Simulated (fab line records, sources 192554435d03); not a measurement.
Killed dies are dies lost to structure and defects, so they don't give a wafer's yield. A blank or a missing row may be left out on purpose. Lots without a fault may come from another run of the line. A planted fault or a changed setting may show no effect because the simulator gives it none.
fab line records | flow n5_finfet
record lots=11 wafers=33 last_day=20
route steps=1938 shown BEOL_M10@1524 BEOL_M11@1536
lots that met no fault: from a run of the same line without faults
start_h: hours from the record's first day to the start of the lot's first wafer shown | wait_h: hours since the lot's step before | " the same as in the row above | L1.1+2: a row that stands for several wafers | - no value, or no start given | * or withheld: withheld | < > ~ a bound
route shown NAME@n: a module of which the file shows steps, and the number in the route of the first | usual: mean/standard deviation of fault-free wafers | same: alike in all rows | chamber/n: place in a boat | sites: the reading at each site | _std_site: their standard deviation | _edge_site: outer sites' mean less inner sites' | radius_mm: how far each site lies from the wafer's centre | mask NAME#n: copy n | behind: the tool/chamber that last shaped the wafer | hold: why the lot was held/for how many hours/how that ended | device: the transistor (n, p or np) that didn't switch | end of line: the same wafers' tests at the end of the route | a step without rows: its recipe alone | killed: dies lost to structure and defects at the first sort, not the wafer's yield | map: a wafer's dies, x killed, . not, _ none there
set.NAME: the setting as run; set.NAME@STEP: as run at that earlier step | model.NAME: the simulator's own value behind a step, which no gauge read
steps of the route over a sample of lots; a table a step, a row a wafer
services: from which hour (start_h, from the record's first day; less than 0 if before it) a tool's chamber was out of use, for how many hours, and why
## steps
# step N5_BEOL_M10_ALD_74
# recipe material=TaN target_thk_a=20 temp_c=275 ald_precursor_family=PDMAT ald_co_reactant=NH3 pressure_torr=3 carrier_flow_sccm=1500 pulse_time_s=2 purge_time_s=3 co_reactant_purge_time_s=2 co_reactant_pulse_time_s=3 ald_cycles=40 precursor_vessel_temp_c=75 precursor_vessel_pressure_torr=26.25 precursor_vessel_carrier_sccm=1000
# usual ald_cycles=40/0 heater_power_w=420/45 susceptor_temp_C=275.00/0.18
# same pulse_time_s=2
# columns lot.wafer tool chamber start_h wait_h ald_cycles heater_power_w susceptor_temp_C
L896.2 ald_metal-01 0 267.81 0.0 40 404 274.85
L896.3 " 1 " " 40 411 275.11
L896.5 " 0 " " 40 396 275.18
L897.1 ald_metal-01 2 290.88 0.0 40 461 274.98
L897.4 " 0 " " 40 401 275.09
L897.5 " 2 " " 40 470 275.11
L900.2 ald_metal-03 2 291.00 0.1 40 336 275.37
L900.3 " 3 " " 40 369 275.02
L900.6 " 3 " " 40 361 275.12
L899.4 ald_metal-01 1 295.03 0.0 40 427 274.89
L899.5 " 1 " " 40 417 274.79
L899.6 " 2 " " 40 472 274.82
L906.1 ald_metal-02 0 326.13 0.0 40 489 274.96
L906.4 " 2 " " 40 458 274.95
L906.5 " 2 " " 40 459 274.95
L905.3 ald_metal-01 0 326.67 0.0 40 401 274.91
L905.4 " 1 " " 40 413 275.17
L905.5 " 1 " " 40 403 275.38
L909.3 ald_metal-01 1 332.85 0.2 40 419 274.92
L909.4 " 3 " " 40 401 275.00
L909.6 " 2 " " 40 471 274.69
L907.4 ald_metal-01 0 334.65 0.3 40 403 274.63
L907.5 " 1 " " 40 418 275.15
L907.6 " 2 " " 38 468 -
L908.1 ald_metal-01 2 347.92 0.2 38 466 -
L908.4 " 0 " " 40 409 274.77
L908.6 " 2 " " 38 491 -
L911.2 ald_metal-02 2 359.53 0.0 40 465 275.04
L911.3 " 1 " " 40 428 274.83
L911.4 " 0 " " 40 489 275.05
L917.1 ald_metal-03 2 414.23 0.0 40 331 274.75
L917.2 " 0 " " 40 379 275.43
L917.5 " 3 " " 40 330 275.00
# step N5_BEOL_M10_SURFACE_TREAT_76
# recipe gas=Ar time_s=* ion_energy_ev=* ion_current_ma_cm2=0.5 pressure_mtorr=* ar_flow_sccm=30
# usual throttle_valve_pct=*
# columns lot.wafer tool chamber start_h wait_h throttle_valve_pct
L896.2 pvd_sputter-01 - 268.33 0.4 *
L896.3 " - " " *
L896.5 " - " " *
L897.1 pvd_sputter-02 - 291.33 0.3 *
L897.4 " - " " *
L897.5 " - " " *
L900.2 pvd_sputter-03 - 291.34 0.2 *
L900.3 " - " " *
L900.6 " - " " *
L899.4 pvd_sputter-01 - 295.35 0.2 *
L899.5 " - " " *
L899.6 " - " " *
L906.1 pvd_sputter-02 - 326.45 0.2 *
L906.4 " - " " *
L906.5 " - " " *
L905.3 pvd_sputter-02 - 327.37 0.6 *
L905.4 " - " " *
L905.5 " - " " *
L909.3 pvd_sputter-03 - 333.23 0.2 *
L909.4 " - " " *
L909.6 " - " " *
L907.4 pvd_sputter-02 - 336.05 1.3 *
L907.5 " - " " *
L907.6 " - " " *
L908.1 pvd_sputter-02 - 348.24 0.2 *
L908.4 " - " " *
L908.6 " - " " *
L911.2 pvd_sputter-01 - 359.85 0.2 *
L911.3 " - " " *
L911.4 " - " " *
L917.1 pvd_sputter-02 - 414.80 0.4 *
L917.2 " - " " *
L917.5 " - " " *
# step N5_BEOL_M10_CMP_52
# recipe stop_on=SiCOH_lowk t_overpolish_s=7 down_force_psi=1 platen_rpm=50 clearing_platen_down_force_psi=1.5 clearing_platen_rpm=50 post_cmp_clean=cu_alkaline target_thk_nm=140 clearing_platen_pad_velocity_m_s=0.99484 pad_velocity_m_s=0.99484
# usual clearing_platen_rpm=49.999/0.025 motor_current_A=5.8/0.6
# columns lot.wafer tool chamber start_h wait_h clearing_platen_rpm motor_current_A
L896.2 cmp-04 3 269.63 0.2 49.980 6.0
L896.3 " 0 " " 50.020 4.6
L896.5 " 2 " " 49.963 5.4
L897.1 cmp-01 0 292.45 0.3 49.965 5.8
L897.4 " 1 " " 50.003 6.0
L897.5 " 0 " " 49.943 5.4
L900.2 cmp-03 1 292.68 0.2 49.958 6.2
L900.3 " 3 " " 49.983 7.2
L900.6 " 1 " " 49.984 6.0
L899.4 cmp-01 1 296.21 0.2 50.028 6.1
L899.5 " 3 " " 50.006 5.7
L899.6 " 0 " " 50.034 5.9
L906.1 cmp-04 3 327.44 0.3 50.017 6.0
L906.4 " 2 " " 49.994 5.5
L906.5 " 0 " " 50.013 4.9
L905.3 cmp-01 2 328.56 0.2 49.990 5.0
L905.4 " 3 " " 49.984 5.4
L905.5 " 2 " " 50.021 5.1
L909.4 cmp-04 0 334.03 0.2 49.981 5.0
L909.3 " 3 " " 49.982 5.9
L909.6 " 0 " " 49.946 4.6
L907.4 cmp-04 3 337.33 0.3 49.985 5.9
L907.5 " 0 " " 49.985 4.6
L907.6 " 1 " " 49.990 6.6
L908.4 cmp-01 0 349.69 0.1 49.974 5.7
L908.1 " 3 " " 49.995 5.6
L908.6 " 1 " " 50.049 6.2
L911.3 cmp-03 2 361.02 0.2 49.998 6.0
L911.2 " 3 " " 50.019 7.0
L911.4 " 1 " " 50.012 6.4
L917.2 cmp-01 2 416.01 0.3 50.026 4.8
L917.1 " 3 " " 49.997 5.6
L917.5 " 0 " " 50.018 5.5
# step N5_BEOL_M11_ILD_DEP_00
# recipe material=SiCOH_lowk target_thk_a=3085.1 temp_c=300 precursor=DEMS/porogen pressure_torr=5 rf_w=500 time_s=58
# usual heater_power_w=291/32 showerhead_plenum_p_Torr=5.735/0.014 susceptor_temp_C=299.98/0.17 throttle_valve_pct=14.0/0.7
# columns lot.wafer tool chamber start_h wait_h heater_power_w showerhead_plenum_p_Torr susceptor_temp_C throttle_valve_pct
L896.2 pecvd-02 1 270.08 0.0 302 5.741 300.01 13.7
L896.3 " 2 " " 294 5.720 299.94 14.0
L896.5 " 1 " " 224 5.728 300.23 13.6
L897.1 pecvd-01 2 292.92 0.0 256 5.760 299.92 13.1
L897.4 " 0 " " 282 5.733 300.07 14.2
L897.5 " 1 " " 325 5.733 300.16 16.1
L900.2 pecvd-03 0 293.14 0.0 283 5.728 299.87 14.4
L900.3 " 2 " " 289 5.725 300.13 13.6
L900.6 " 1 " " 288 5.721 300.03 13.3
L899.4 pecvd-01 1 296.71 0.1 288 5.735 300.07 15.6
L899.5 " 0 " " 273 5.732 300.41 14.0
L899.6 " 2 " " 310 5.759 300.33 13.3
L906.1 pecvd-03 2 327.93 0.0 237 5.720 299.90 13.6
L906.4 " 2 " " 256 5.709 300.01 13.6
L906.5 " 0 " " 297 5.742 299.82 14.6
L905.3 pecvd-03 0 329.01 0.0 302 5.732 299.86 14.5
L905.4 " 1 " " 284 5.705 300.06 13.2
L905.5 " 0 " " 303 5.723 299.74 14.5
L909.3 pecvd-03 0 334.53 0.0 326 5.750 299.70 14.5
L909.4 " 2 " " 234 5.706 299.99 13.5
L909.6 " 1 " " 306 5.717 300.13 13.4
L907.4 pecvd-01 1 337.74 0.1 295 5.744 299.91 16.0
L907.5 " 2 " " 262 5.762 300.35 13.2
L907.6 " 0 " " 298 5.738 299.95 14.0
L908.1 pecvd-02 1 350.19 0.0 284 5.741 299.74 13.3
L908.4 " 0 " " 349 5.750 300.27 13.3
L908.6 " 1 " " 294 5.746 299.80 13.4
L911.2 pecvd-02 2 361.52 0.0 286 5.722 299.85 14.1
L911.3 " 0 " " 365 5.747 299.83 13.4
L911.4 " 0 " " 380 5.774 300.36 13.6
L917.1 pecvd-01 0 416.43 0.0 288 5.728 299.84 14.1
L917.2 " 2 " " 289 5.758 300.02 13.4
L917.5 " 1 " " 307 5.726 299.84 15.6
## services
# columns tool chamber start_h hours kind
cmp-03 - 246.69 4.0 pm
cmp-04 - 264.04 5.4 repair
cmp-01 - 265.45 0.5 repair
pecvd-03 - 270.21 0.6 repair
cmp-03 - 273.77 4.5 pm
ald_metal-03 2 279.44 5.9 repair
cmp-03 - 292.87 4.8 pm
pvd_sputter-02 - 295.39 5.2 repair
pecvd-03 0 296.00 7.2 repair
cmp-04 - 316.71 4.0 pm
pecvd-03 2 318.15 4.3 repair
cmp-03 - 333.31 1.5 repair
ald_metal-03 - 337.57 14.0 pm
cmp-03 - 341.65 1.3 repair
cmp-03 - 356.61 1.8 repair
ald_metal-02 1 360.37 25.1 repair
pecvd-03 - 363.53 2.8 pm
pvd_sputter-02 - 366.81 8.6 repair
ald_metal-01 - 368.81 0.6 repair
cmp-01 - 369.76 0.3 repair
cmp-01 - 387.43 4.0 pm
pvd_sputter-02 - 396.80 1.1 repair
cmp-04 - 410.95 6.7 pm
pecvd-01 - 411.46 2.8 pm
## key
first_sign step=N5_BEOL_M10_ALD_74 reading=ald_cycles direction=down sigmas=99+ usual=* struck=*
effect none on later readings
met_at N5_BEOL_M10_ALD_74
struck_lots L907,L908
struck_wafers L907.6,L908.1,L908.6
not_acting_at N5_BEOL_M10_SURFACE_TREAT_76,N5_BEOL_M10_CMP_52,N5_BEOL_M11_ILD_DEP_00
onset_between 332.85 334.65
fault kind=process_parameter_drift tool=ald_metal-01 chamber=- onset_h=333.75 steps=N5_BEOL_M10_ALD_74 channel=ald_cycles offset=* shape=step end_h=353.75 scope=struck_wafers_only acts_in=* stated=*
